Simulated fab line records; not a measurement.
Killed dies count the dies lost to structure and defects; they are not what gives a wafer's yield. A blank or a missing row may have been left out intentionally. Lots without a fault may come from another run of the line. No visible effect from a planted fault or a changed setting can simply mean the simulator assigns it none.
fab line records    flow n5-finfet    part 1 of 2: steps 1 to 4 of 6
[record] lots = 21  wafers = 63  last-day = 19
route steps=1938 shown STI_FIN_REVEAL@207 DUMMY_GATE@235
lots that met no fault: from a run of the same line without faults
start-h: hours from the record's first day to the start of the lot's first wafer shown    wait-h: hours since the lot's step before    " as in the row above    L1.1+2: one row covering several wafers at once    - no value, or no start was given    * or withheld: withheld    < > ~ a bound
route shown NAME@n: a module of which the file shows steps, and the number in the route of the first    usual: average and standard deviation across the fault-free wafers    same: alike in all rows    chamber/n: place in a boat    sites: the reading at each site    _std_site: the standard deviation of these    _edge_site: inner sites' mean taken away from outer sites' mean    radius-mm: how far each site lies from the wafer's centre    mask NAME#n: copy n    behind: the most recent tool/chamber to have shaped the wafer    hold: why the lot was held/for how many hours/how that ended    device: transistor that didn't switch, given as n, p or np    end of line: the route-end tests of the same wafers    where a step has no rows: the recipe by itself    killed: dies lost to structure and defects at the first sort, not the wafer's yield    map: per-die view of a wafer (x killed, . not killed, _ where there is no die)
set.NAME: setting as actually run; set.NAME@STEP: the setting as run at that earlier step    model.NAME: the simulator's own value behind a step, which no gauge read
the route's steps for a sample of lots (tables are steps, rows are wafers)
services: a tool's chamber out of use, with start hour (start-h, from the record's first day; less than 0 if before it), hours out, and reason
[[steps]]
[step N5_STI_FIN_REVEAL_CD_MEAS_22]
[recipe] target-cd-nm = 6.238  pitch-nm = 28  polarity = line
[usual] cd-nm = 6.22/0.23
lot.wafer  tool       chamber  start-h  wait-h  cd-nm
L074.1     cd-sem-02  -        39.37    0.0     6.52
L074.4     "          -        "        "       6.37
L074.6     "          -        "        "       5.78
L075.2     cd-sem-03  -        45.52    0.0     6.32
L075.4     "          -        "        "       6.25
L075.6     "          -        "        "       6.23
L077.4     cd-sem-02  -        59.35    0.0     6.27
L077.5     "          -        "        "       5.89
L077.6     "          -        "        "       6.55
L078.1     cd-sem-01  -        63.51    0.0     6.36
L078.3     "          -        "        "       6.73
L078.5     "          -        "        "       6.32
L079.2     cd-sem-01  -        67.54    0.0     6.19
L079.5     "          -        "        "       6.58
L079.6     "          -        "        "       6.44
L080.1     cd-sem-03  -        73.01    0.0     6.52
L080.2     "          -        "        "       6.47
L080.4     "          -        "        "       6.45
L081.3     cd-sem-02  -        78.72    0.0     6.24
L081.5     "          -        "        "       6.14
L081.6     "          -        "        "       6.38
L082.1     cd-sem-02  -        85.89    0.0     6.06
L082.3     "          -        "        "       5.65
L082.4     "          -        "        "       5.99
L083.1     cd-sem-01  -        91.28    0.0     6.35
L083.4     "          -        "        "       6.07
L083.6     "          -        "        "       6.02
L084.1     cd-sem-03  -        99.80    0.0     6.37
L084.3     "          -        "        "       5.72
L084.4     "          -        "        "       6.07
L085.2     cd-sem-01  -        104.82   0.0     6.08
L085.4     "          -        "        "       6.34
L085.5     "          -        "        "       6.21
L086.1     cd-sem-01  -        113.75   0.0     6.17
L086.2     "          -        "        "       6.26
L086.3     "          -        "        "       6.25
L087.2     cd-sem-01  -        115.79   0.0     6.06
L087.4     "          -        "        "       6.43
L087.6     "          -        "        "       5.98
L088.1     cd-sem-02  -        123.07   0.0     6.58
L088.3     "          -        "        "       6.47
L088.4     "          -        "        "       6.15
L089.1     cd-sem-02  -        127.24   0.0     5.89
L089.3     "          -        "        "       6.29
L089.6     "          -        "        "       6.18
L090.1     cd-sem-03  -        133.67   0.0     6.48
L090.2     "          -        "        "       6.43
L090.4     "          -        "        "       6.77
L092.2     cd-sem-03  -        145.67   0.0     6.34
L092.3     "          -        "        "       5.90
L092.5     "          -        "        "       5.96
L093.1     cd-sem-02  -        151.22   0.0     5.96
L093.2     "          -        "        "       5.97
L093.6     "          -        "        "       6.53
L094.2     cd-sem-02  -        159.87   0.0     6.53
L094.5     "          -        "        "       5.74
L094.6     "          -        "        "       6.20
L095.1     cd-sem-03  -        163.22   0.0     6.31
L095.2     "          -        "        "       6.56
L095.3     "          -        "        "       6.38
L097.1     cd-sem-03  -        175.54   0.0     5.75
L097.3     "          -        "        "       6.26
L097.5     "          -        "        "       5.81
[step N5_DUMMY_GATE_ETCH_29]
[recipe] chemistry = N2/H2  target = underlayer  target-depth-a = 130  ion-energy-ev = 200  pressure-mtorr = 30  source-w = 840  bias-w = 150  n2-flow-sccm = 200  h2-flow-sccm = 200
[usual] bias-w = 150.0/0.46  drypump-motor-current-A = 6.0/0.47  oes-product-au = 0.75/0.046  rf-vpp-V = 522.7/3  showerhead-plenum-p-Torr = 2.50/0.097  throttle-valve-pct = 17.99/0.24
lot.wafer  tool         chamber  start-h  wait-h  bias-w  drypump-motor-current-A  oes-product-au  rf-hours-counter-h  rf-vpp-V  showerhead-plenum-p-Torr  throttle-valve-pct
L074.1     rie-diel-02  0        50.43    0.0     149.9   6.8                      0.71            220                 519.8     2.39                      17.68
L074.4     "            2        "        "       149.8   6.7                      0.83            76                  517.9     2.37                      17.85
L074.6     "            3        "        "       149.9   6.2                      0.75            -                   520.1     2.45                      18.32
L075.2     rie-diel-02  1        57.25    0.0     150.4   5.6                      0.78            113                 527.5     2.66                      17.75
L075.4     "            3        "        "       150.4   6.2                      0.76            132                 522.0     2.44                      18.31
L075.6     "            3        "        "       149.4   6.2                      0.75            -                   520.5     2.44                      18.32
L077.4     rie-diel-01  1        70.08    0.0     149.8   5.5                      0.73            175                 523.1     2.53                      18.30
L077.5     "            2        "        "       149.7   5.4                      0.81            -                   524.9     2.58                      17.86
L077.6     "            1        "        "       150.4   5.6                      0.73            -                   523.5     2.53                      18.30
L078.1     rie-diel-06  3        72.62    0.0     148.9   6.7                      0.73            186                 520.8     2.43                      18.13
L078.3     "            2        "        "       149.8   5.6                      0.74            134                 528.7     2.65                      17.91
L078.5     "            3        "        "       149.2   6.7                      0.73            -                   522.4     2.43                      18.16
L079.2     rie-diel-01  1        80.35    0.0     149.9   5.6                      0.72            178                 523.9     2.53                      18.30
L079.5     "            0        "        "       150.3   5.9                      0.75            -                   523.8     2.53                      18.20
L079.6     "            1        "        "       150.0   5.6                      0.72            -                   524.7     2.53                      18.31
L080.1     rie-diel-01  3        81.82    0.0     149.9   6.3                      0.71            192                 524.0     2.53                      18.01
L080.2     "            0        "        "       150.6   5.9                      0.74            165                 523.6     2.53                      18.21
L080.4     "            1        "        "       149.9   5.6                      0.72            178                 521.9     2.53                      18.30
L081.3     rie-diel-06  3        89.20    0.0     150.0   6.6                      0.72            191                 520.2     2.43                      18.14
L081.5     "            2        "        "       149.6   5.6                      0.74            -                   526.3     2.65                      17.92
L081.6     "            3        "        "       150.0   6.7                      0.72            -                   521.7     2.43                      18.14
L082.1     rie-diel-06  0        94.90    0.0     150.3   6.0                      0.70            219                 523.3     2.51                      17.79
L082.3     "            2        "        "       150.6   5.6                      0.74            142                 527.8     2.65                      17.94
L082.4     "            3        "        "       149.5   6.6                      0.72            193                 519.4     2.43                      18.16
L083.1     rie-diel-02  1        102.03   0.0     150.1   5.6                      0.76            126                 527.4     2.65                      17.78
L083.4     "            1        "        "       150.4   5.6                      0.77            -                   527.9     2.65                      17.76
L083.6     "            0        "        "       149.8   6.7                      0.70            -                   520.1     2.39                      17.70
L084.1     rie-diel-02  0        110.73   0.0     150.2   6.8                      0.70            238                 520.5     2.39                      17.72
L084.3     "            2        "        "       150.0   6.7                      0.80            95                  517.6     2.37                      17.91
L084.4     "            1        "        "       149.9   5.5                      0.76            129                 526.6     2.65                      17.79
L085.2     rie-diel-02  0        114.47   0.0     149.7   6.7                      0.70            240                 520.5     2.38                      17.71
L085.4     "            1        "        "       149.3   5.5                      0.76            130                 526.0     2.65                      17.76
L085.5     "            0        "        "       149.7   6.8                      0.71            -                   518.8     2.38                      17.73
L086.1     rie-diel-02  1        125.44   0.0     150.4   5.6                      0.75            134                 527.2     2.65                      17.79
L086.2     "            0        "        "       150.5   6.8                      0.70            244                 518.7     2.38                      17.70
L086.3     "            3        "        "       150.6   6.2                      0.73            148                 520.3     2.44                      18.33
L087.2     rie-diel-01  0        125.50   0.0     149.9   5.9                      0.75            178                 523.3     2.53                      18.24
L087.4     "            3        "        "       149.7   6.3                      0.70            206                 523.3     2.52                      18.03
L087.6     "            1        "        "       149.6   5.5                      0.71            -                   522.9     2.53                      18.33
L088.1     rie-diel-01  3        136.27   0.0     150.6   6.3                      0.70            210                 523.7     2.52                      18.05
L088.3     "            0        "        "       150.2   5.9                      0.74            181                 523.0     2.53                      18.24
L088.4     "            1        "        "       150.0   5.6                      0.71            195                 524.3     2.53                      18.34
L089.1     rie-diel-02  1        142.11   0.0     149.8   5.5                      0.75            140                 529.7     2.65                      17.78
L089.3     "            3        "        "       150.2   6.2                      0.74            153                 521.8     2.44                      18.34
L089.6     "            1        "        "       149.8   5.5                      0.75            -                   527.1     2.65                      17.79
L090.1     rie-diel-02  1        153.94   0.0     150.0   5.5                      0.75            146                 527.4     2.65                      17.80
L090.2     "            2        "        "       150.1   6.6                      0.79            110                 519.1     2.36                      17.92
L090.4     "            1        "        "       150.3   5.5                      0.74            -                   527.2     2.64                      17.80
L092.2     rie-diel-01  2        157.78   0.0     150.2   5.4                      0.78            96                  524.6     2.57                      17.90
L092.3     "            1        "        "       149.7   5.6                      0.70            202                 522.9     2.52                      18.36
L092.5     "            0        "        "       149.9   6.0                      0.74            -                   522.6     2.52                      18.26
L093.1     rie-diel-06  3        160.66   0.0     149.8   6.7                      0.71            217                 520.8     2.42                      18.20
L093.2     "            2        "        "       151.0   5.6                      0.73            157                 526.0     2.64                      17.95
L093.6     "            3        "        "       149.5   6.7                      0.71            -                   519.8     2.42                      18.19
L094.2     rie-diel-01  3        170.05   0.0     149.7   6.3                      0.68            219                 523.7     2.52                      18.05
L094.5     "            1        "        "       149.8   5.5                      0.69            -                   522.7     2.52                      18.35
L094.6     "            2        "        "       149.8   5.4                      0.77            -                   525.3     2.57                      17.91
L095.1     rie-diel-02  2        172.56   0.0     150.5   6.6                      0.78            116                 517.8     2.36                      17.94
L095.2     "            0        "        "       149.7   6.8                      0.96            4                   529.3     2.70                      17.37
L095.3     "            1        "        "       150.4   5.6                      0.74            152                 526.5     2.64                      17.81
L097.1     rie-diel-06  3        186.18   0.0     149.7   6.7                      0.70            225                 519.8     2.42                      18.21
L097.3     "            0        "        "       149.1   6.0                      0.68            249                 523.9     2.50                      17.83
L097.5     "            1        "        "       149.5   6.0                      0.79            -                   518.2     2.36                      17.72
[step N5_DUMMY_GATE_STRIP_40]
[recipe] chemistry = CF4  resist = SiARC  power-w = 300  bias-power-w = 75  pressure-mtorr = 50  cf4-flow-sccm = 150  rf-frequency-hz = 6e+07
[usual] drypump-motor-current-A = 6.0/0.44  oes-product-au = 0.75/0.051  rf-vpp-V = 270.6/1.7  showerhead-plenum-p-Torr = 1.77/0.068  throttle-valve-pct = 13.69/0.25
lot.wafer  tool         chamber  start-h  wait-h  drypump-motor-current-A  oes-product-au  rf-hours-counter-h  rf-vpp-V  showerhead-plenum-p-Torr  throttle-valve-pct
L074.1     rie-diel-01  0        50.68    0.1     5.9                      0.75            154                 269.6     1.81                      13.93
L074.4     "            2        "        "       5.4                      0.81            63                  272.1     1.82                      13.44
L074.6     "            0        "        "       5.9                      0.76            -                   271.7     1.81                      13.95
L075.2     rie-diel-02  1        57.51    0.1     5.5                      0.78            113                 272.5     1.87                      13.43
L075.4     "            3        "        "       6.2                      0.74            132                 270.2     1.74                      13.93
L075.6     "            2        "        "       6.7                      0.82            -                   267.8     1.67                      13.45
L077.4     rie-diel-02  0        70.34    0.1     6.7                      0.71            226                 270.5     1.69                      13.46
L077.5     "            2        "        "       6.6                      0.81            -                   267.5     1.67                      13.45
L077.6     "            3        "        "       6.2                      0.74            -                   270.7     1.73                      13.93
L078.1     rie-diel-01  0        72.88    0.1     5.9                      0.75            162                 270.7     1.81                      13.96
L078.3     "            3        "        "       6.3                      0.71            190                 271.8     1.78                      13.62
L078.5     "            2        "        "       5.4                      0.80            -                   272.9     1.82                      13.47
L079.2     rie-diel-06  0        80.73    0.2     6.0                      0.70            214                 270.6     1.78                      13.65
L079.5     "            3        "        "       6.6                      0.73            -                   268.1     1.70                      13.76
L079.6     "            0        "        "       6.0                      0.71            -                   270.4     1.78                      13.66
L080.1     rie-diel-01  1        82.10    0.1     5.5                      0.71            179                 272.6     1.79                      14.10
L080.2     "            3        "        "       6.2                      0.71            192                 270.0     1.78                      13.66
L080.4     "            0        "        "       5.9                      0.76            165                 273.0     1.81                      13.98
L081.3     rie-diel-02  1        89.46    0.1     5.5                      0.77            122                 273.8     1.86                      13.48
L081.5     "            2        "        "       6.7                      0.81            -                   270.2     1.67                      13.48
L081.6     "            3        "        "       6.2                      0.74            -                   269.1     1.73                      13.94
L082.1     rie-diel-01  0        95.16    0.1     5.9                      0.74            169                 271.9     1.81                      13.98
L082.3     "            2        "        "       5.4                      0.79            76                  274.0     1.82                      13.48
L082.4     "            3        "        "       6.3                      0.71            196                 270.2     1.78                      13.67
L083.1     rie-diel-06  3        102.39   0.2     6.6                      0.72            196                 269.9     1.70                      13.78
L083.4     "            3        "        "       6.6                      0.72            -                   269.1     1.70                      13.77
L083.6     "            1        "        "       6.0                      0.81            -                   267.9     1.66                      13.32
L084.1     rie-diel-01  2        110.99   0.1     5.4                      0.79            80                  271.4     1.82                      13.49
L084.3     "            1        "        "       5.6                      0.71            187                 271.3     1.79                      14.12
L084.4     "            0        "        "       5.8                      0.74            174                 270.1     1.81                      13.99
L085.2     rie-diel-01  2        114.74   0.1     5.4                      0.79            81                  273.0     1.82                      13.49
L085.4     "            0        "        "       5.9                      0.74            175                 271.0     1.81                      13.99
L085.5     "            0        "        "       5.9                      0.74            -                   271.3     1.81                      14.00
L086.1     rie-diel-02  0        125.70   0.1     6.7                      0.70            244                 270.7     1.68                      13.49
L086.2     "            1        "        "       5.5                      0.76            135                 272.5     1.86                      13.49
L086.3     "            3        "        "       6.2                      0.74            148                 270.1     1.73                      13.95
L087.2     rie-diel-01  2        125.80   0.1     5.4                      0.78            86                  270.9     1.81                      13.51
L087.4     "            1        "        "       5.5                      0.71            191                 271.7     1.79                      14.13
L087.6     "            1        "        "       5.5                      0.71            -                   270.6     1.79                      14.12
L088.1     rie-diel-06  1        136.53   0.1     6.0                      0.80            100                 269.5     1.66                      13.35
L088.3     "            0        "        "       6.0                      0.69            235                 268.6     1.78                      13.69
L088.4     "            3        "        "       6.7                      0.71            210                 269.3     1.70                      13.81
L089.1     rie-diel-06  2        142.46   0.1     5.6                      0.74            152                 272.5     1.88                      13.73
L089.3     "            0        "        "       6.0                      0.69            237                 271.8     1.78                      13.70
L089.6     "            2        "        "       5.6                      0.73            -                   273.3     1.88                      13.71
L090.1     rie-diel-06  1        154.20   0.1     6.0                      0.79            105                 269.4     1.65                      13.37
L090.2     "            3        "        "       6.6                      0.71            216                 270.3     1.70                      13.81
L090.4     "            0        "        "       6.0                      0.69            240                 269.6     1.77                      13.72
L092.2     rie-diel-02  3        158.04   0.1     6.2                      0.72            161                 269.7     1.73                      13.99
L092.3     "            2        "        "       6.7                      0.78            112                 268.9     1.66                      13.54
L092.5     "            3        "        "       6.2                      0.72            -                   268.6     1.73                      13.99
L093.1     rie-diel-02  2        160.95   0.1     6.6                      0.79            112                 268.4     1.66                      13.55
L093.2     "            0        "        "       6.7                      0.96            1                   273.3     1.89                      12.94
L093.6     "            0        "        "       6.8                      0.97            -                   272.8     1.89                      12.96
L094.2     rie-diel-01  2        170.31   0.1     5.4                      0.77            100                 271.9     1.81                      13.52
L094.5     "            3        "        "       6.3                      0.69            -                   272.3     1.78                      13.70
L094.6     "            2        "        "       5.4                      0.76            -                   270.9     1.81                      13.53
L095.1     rie-diel-06  3        172.82   0.1     6.7                      0.70            221                 268.7     1.69                      13.80
L095.2     "            2        "        "       5.6                      0.73            160                 271.9     1.88                      13.74
L095.3     "            1        "        "       6.0                      0.79            110                 267.9     1.65                      13.36
L097.1     rie-diel-06  0        186.44   0.1     6.0                      0.68            249                 270.4     1.77                      13.75
L097.3     "            3        "        "       6.7                      0.70            225                 267.9     1.69                      13.83
L097.5     "            3        "        "       6.7                      0.70            -                   270.9     1.69                      13.84
[step N5_DUMMY_GATE_HM_OPEN_21]
[recipe] chemistry = CH3F/O2  target = SiNx  target-depth-a = 1200  Ar_flow_sccm = 150  CH3F_flow_sccm = 30  O2_flow_sccm = 23  time-s = 171.4  pressure-mtorr = 30  source-w = 395  bias-w = 73  ion-energy-ev = 120.7
[usual] bias-w = 73.03/0.19  drypump-motor-current-A = 6.1/0.47  oes-product-au = 0.75/0.055  rf-vpp-V = 300/3.6  showerhead-plenum-p-Torr = 1.99/0.087  throttle-valve-pct = 16.53/0.21
lot.wafer  tool         chamber  start-h  wait-h  bias-w  drypump-motor-current-A  oes-product-au  rf-hours-counter-h  rf-vpp-V  showerhead-plenum-p-Torr  throttle-valve-pct
L074.1     rie-diel-06  2        50.87    0.0     73.05   5.6                      0.75            128                 304       2.11                      16.45
L074.4     "            3        "        "       73.17   6.7                      0.73            179                 297       1.91                      16.54
L074.6     "            2        "        "       73.09   5.6                      0.75            -                   304       2.11                      16.45
L075.2     rie-diel-02  2        57.69    0.0     73.00   6.6                      0.82            79                  297       1.89                      16.44
L075.4     "            3        "        "       72.88   6.2                      0.76            132                 298       1.94                      16.79
L075.6     "            1        "        "       72.95   5.6                      0.78            -                   305       2.12                      16.38
L077.4     rie-diel-06  0        70.53    0.0     72.83   6.0                      0.71            212                 300       2.00                      16.44
L077.5     "            1        "        "       72.83   6.0                      0.83            -                   307       1.88                      16.27
L077.6     "            2        "        "       72.72   5.6                      0.75            -                   302       2.10                      16.46
L078.1     rie-diel-02  0        73.06    0.0     73.11   6.8                      0.71            226                 296       1.92                      16.36
L078.3     "            1        "        "       73.00   5.5                      0.77            117                 303       2.12                      16.40
L078.5     "            3        "        "       73.11   6.2                      0.74            -                   296       1.94                      16.78
L079.2     rie-diel-06  3        81.09    0.0     73.22   6.6                      0.72            189                 298       1.91                      16.56
L079.5     "            3        "        "       72.96   6.7                      0.72            -                   297       1.90                      16.56
L079.6     "            0        "        "       73.38   6.0                      0.70            -                   300       2.00                      16.45
L080.1     rie-diel-01  2        82.29    0.0     72.91   5.4                      0.81            72                  302       2.05                      16.37
L080.2     "            3        "        "       73.23   6.3                      0.71            192                 294       2.01                      16.50
L080.4     "            1        "        "       73.17   5.6                      0.72            179                 302       2.01                      16.95
L081.3     rie-diel-02  0        89.74    0.0     72.71   6.8                      0.70            231                 293       1.92                      16.36
L081.5     "            2        "        "       72.90   6.7                      0.82            -                   298       1.89                      16.45
L081.6     "            1        "        "       73.02   5.5                      0.78            -                   303       2.12                      16.39
L082.1     rie-diel-06  2        95.34    0.0     72.87   5.6                      0.75            143                 305       2.10                      16.49
L082.3     "            0        "        "       72.86   6.0                      0.71            219                 301       1.99                      16.44
L082.4     "            3        "        "       72.99   6.7                      0.73            193                 298       1.90                      16.58
L083.1     rie-diel-02  2        102.77   0.0     73.18   6.7                      0.80            93                  297       1.89                      16.47
L083.4     "            1        "        "       73.32   5.5                      0.77            -                   305       2.12                      16.41
L083.6     "            0        "        "       72.88   6.8                      0.70            -                   292       1.91                      16.37
L084.1     rie-diel-01  1        111.17   0.0     73.06   5.6                      0.71            187                 303       2.00                      16.97
L084.3     "            3        "        "       72.80   6.3                      0.70            201                 296       2.01                      16.51
L084.4     "            0        "        "       73.19   5.9                      0.75            174                 301       2.00                      16.74
L085.2     rie-diel-06  0        114.95   0.0     72.94   6.0                      0.70            227                 300       1.99                      16.47
L085.4     "            1        "        "       73.28   6.0                      0.82            -                   306       1.88                      16.28
L085.5     "            0        "        "       73.16   6.0                      0.70            -                   299       1.99                      16.47
L086.1     rie-diel-01  1        125.91   0.0     73.21   5.6                      0.71            192                 302       2.00                      16.96
L086.2     "            3        "        "       73.32   6.2                      0.70            206                 294       2.00                      16.55
L086.3     "            0        "        "       72.94   5.9                      0.74            178                 301       2.00                      16.76
L087.2     rie-diel-02  0        126.02   0.0     73.10   6.8                      0.69            244                 294       1.91                      16.40
L087.4     "            3        "        "       73.30   6.2                      0.73            148                 297       1.93                      16.80
L087.6     "            1        "        "       72.60   5.5                      0.76            -                   302       2.11                      16.41
L088.1     rie-diel-06  1        136.71   0.0     73.14   6.0                      0.80            100                 306       1.88                      16.30
L088.3     "            3        "        "       72.80   6.7                      0.71            210                 297       1.90                      16.58
L088.4     "            0        "        "       73.34   6.0                      0.68            235                 301       1.99                      16.48
L089.1     rie-diel-06  0        142.64   0.0     73.06   6.0                      0.69            237                 299       1.99                      16.49
L089.3     "            2        "        "       73.15   5.6                      0.74            152                 303       2.10                      16.50
L089.6     "            2        "        "       72.98   5.6                      0.74            -                   303       2.10                      16.50
L090.1     rie-diel-02  2        154.56   0.0     73.04   6.6                      0.78            111                 297       1.88                      16.50
L090.2     "            1        "        "       73.03   5.5                      0.75            147                 303       2.11                      16.44
L090.4     "            3        "        "       73.17   6.2                      0.72            -                   297       1.93                      16.84
L092.2     rie-diel-02  3        158.27   0.0     72.70   6.2                      0.72            161                 295       1.93                      16.83
L092.3     "            1        "        "       73.09   5.5                      0.75            148                 304       2.11                      16.45
L092.5     "            3        "        "       72.95   6.2                      0.71            -                   297       1.93                      16.81
L093.1     rie-diel-02  1        161.13   0.0     72.98   5.6                      0.75            149                 303       2.11                      16.44
L093.2     "            2        "        "       72.95   6.7                      0.79            113                 297       1.88                      16.50
L093.6     "            0        "        "       72.90   6.7                      0.98            -                   298       2.16                      15.99
L094.2     rie-diel-02  3        170.49   0.0     72.76   6.2                      0.71            165                 298       1.93                      16.85
L094.5     "            3        "        "       72.59   6.2                      0.73            -                   296       1.93                      16.83
L094.6     "            2        "        "       73.10   6.7                      0.79            -                   296       1.88                      16.52
L095.1     rie-diel-01  2        173.12   0.0     72.91   5.4                      0.76            101                 303       2.04                      16.40
L095.2     "            1        "        "       72.56   5.5                      0.69            207                 303       2.00                      16.99
L095.3     "            3        "        "       72.84   6.3                      0.70            219                 295       2.00                      16.56
L097.1     rie-diel-01  0        186.63   0.0     72.91   5.9                      0.73            197                 301       1.99                      16.80
L097.3     "            2        "        "       73.28   5.4                      0.77            106                 303       2.04                      16.43
L097.5     "            3        "        "       72.99   6.3                      0.68            -                   295       2.00                      16.56
